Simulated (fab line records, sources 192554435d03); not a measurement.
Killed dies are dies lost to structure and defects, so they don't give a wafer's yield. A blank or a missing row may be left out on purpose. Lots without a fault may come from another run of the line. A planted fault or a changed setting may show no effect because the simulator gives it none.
Problem report in the 8D (eight disciplines) form, filled by code | flow n5_finfet | the parts of the form that need people (team, actions taken, sign-off) are left out

1. THE PROBLEM
spin_speed_rpm at N5_BEOL_M8_COAT_22 reads a mean of 1294.2 rpm on 9 wafers of 3 lots; wafers without a fault read 1500.0 rpm with a standard deviation of 0.96. That is -99 or more standard deviations from the usual mean.
The step: resist thk 30 nm.
First seen on wafer L430.1, day 13 03:53, on litho_track-05. The record holds 15 wafers of 5 lots with a number at this step. Rule for "out", or "out of limits": more than 4 standard deviations from the usual mean. The other wafers with a number count as sound.

2. WHAT IT IS AND WHAT IT IS NOT
question                    | is                     | is not
which readings at this step | spin_speed_rpm         | -
which lots                  | L430, L432, L433       | L418, L439
which wafers of those lots  | all that have a number | -
read on which tools         | litho_track-05         | litho_track-02
when                        | from day 13 03:53      | up to then (3 sound wafers); but 3 sound wafers of L439 came after

3. SUSPECTS, AND WHAT RULES EACH OUT
Counting: a tool at a process step up to the reading stays a suspect if it ran every lot that is out and no sound lot after the first of them.
- litho_track-05 at N5_BEOL_M8_COAT_22 (resist thk 30 nm): kept. It ran every lot that is out, first L430 (day 13 03:53), and no sound lot after that; its last sound lot up to then is L418 (day 9 05:20). Its own readings are out on those wafers: spin_speed_rpm.
Left after counting: litho_track-05 at N5_BEOL_M8_COAT_22.

4. THE CAUSE (what the simulator had put in)
Process parameter drift: litho_track-05, from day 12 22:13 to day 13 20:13, at N5_BEOL_M8_COAT_22. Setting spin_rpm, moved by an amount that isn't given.
Counting left only this tool.

5. THE CHAIN OF EFFECTS, in route order
Each row: a reading whose mean over the struck wafers that have a number lies more than 3 standard deviations from the usual. Only readings for which the record gives a usual standard deviation are gone through. hours: the time from each lot's start at the first step in this table that gives one to its start at this step, as a median over the lots. sigmas: the change in usual standard deviations.
hours | step               | reading        | usual      | on struck wafers | change | sigmas
0     | N5_BEOL_M8_COAT_22 | spin_speed_rpm | 1500.0 rpm | 1294.2           | -205.8 | -99 or more
The process steps in it:
- N5_BEOL_M8_COAT_22: resist thk 30 nm.

6. WHAT WOULD HAVE CAUGHT IT SOONER
In this record the first reading out of limits was taken at day 13 03:53, 6 hours after the fault began at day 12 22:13.
